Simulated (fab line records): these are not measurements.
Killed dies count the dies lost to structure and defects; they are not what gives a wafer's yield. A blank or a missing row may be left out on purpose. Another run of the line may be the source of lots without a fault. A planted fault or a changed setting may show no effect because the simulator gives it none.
Which tool did it? | flow n5 finfet | Sampling: 12 lots, 36 wafers, 3 of 1938 route steps

WHAT THE GAUGES READ, wafer by wafer
N5_BEOL_M5_CD_MEAS_18: pitch 56 nm, target cd 28 nm.
lot  | measured     | on        | cd nm (nm)
L075 | day 7 19:47  | cd sem-01 | 28.1 27.7 27.3
L077 | day 8 14:36  | cd sem-03 | 28.2 27.6 28.4
L079 | day 9 00:27  | cd sem-03 | 28.6 28.0 28.1
L081 | day 9 15:19  | cd sem-03 | 27.6 28.1 27.7
L082 | day 9 20:59  | cd sem-03 | 28.0 27.8 28.2
L085 | day 10 09:33 | cd sem-01 | 28.1 28.1 28.0
L087 | day 10 23:10 | cd sem-02 | 28.0 28.4 28.2
L088 | day 11 10:24 | cd sem-02 | 28.4 27.8 27.8
L089 | day 11 20:01 | cd sem-01 | 28.2 29.0 28.3
L093 | day 12 08:26 | cd sem-02 | 28.0 28.3 28.7
L095 | day 12 20:34 | cd sem-03 | 27.9 28.2 27.7
L097 | day 14 01:16 | cd sem-03 | 28.3 28.2 28.3

EACH LOT AND THE TOOL THAT RAN IT (in order: tool; ch and the chambers of the sampled wafers; start)
lot  | N5_BEOL_M4_ANNEAL_91         | N5_BEOL_M4_ANNEAL_93
L075 | pvd sputter-01, day 7 13:58  | pvd sputter-01, day 7 14:11
L077 | pvd sputter-01, day 8 10:02  | pvd sputter-01, day 8 10:15
L079 | pvd sputter-02, day 8 17:56  | pvd sputter-02, day 8 18:10
L081 | pvd sputter-02, day 9 11:00  | pvd sputter-02, day 9 11:13
L082 | pvd sputter-03, day 9 15:25  | pvd sputter-03, day 9 15:38
L085 | pvd sputter-01, day 10 04:34 | pvd sputter-01, day 10 04:47
L087 | pvd sputter-03, day 10 18:38 | pvd sputter-03, day 10 18:51
L088 | pvd sputter-01, day 11 03:58 | pvd sputter-01, day 11 04:11
L089 | pvd sputter-03, day 11 14:55 | pvd sputter-03, day 11 15:10
L093 | pvd sputter-03, day 12 02:54 | pvd sputter-03, day 12 03:07
L095 | pvd sputter-02, day 12 14:46 | pvd sputter-02, day 12 14:59
L097 | pvd sputter-02, day 13 08:10 | pvd sputter-02, day 13 08:23
- N5_BEOL_M4_ANNEAL_91: time 240 s.
- N5_BEOL_M4_ANNEAL_93: time 240 s.

THE ANSWER, worked out from the rows above alone
Rule: usual is defined by the lots themselves. The widest of any qualifying gaps counts: lots, ordered by their means at a reading, are off when they make up no more than a third of the lots, leave a main group of 4 or more, and stand apart from it by 3 or more times the standard deviation of that group's means. A main group is skipped when, at the precision printed for the reading in the tables above, its means are all equal. A lot without any number at a reading at which 4 lots or more have one is off too. All remaining lots with rows at the step are treated as sound.
None of the lots is off at any reading shown; this tells nothing.

WHAT HAD BEEN PUT IN BY THE SIMULATOR
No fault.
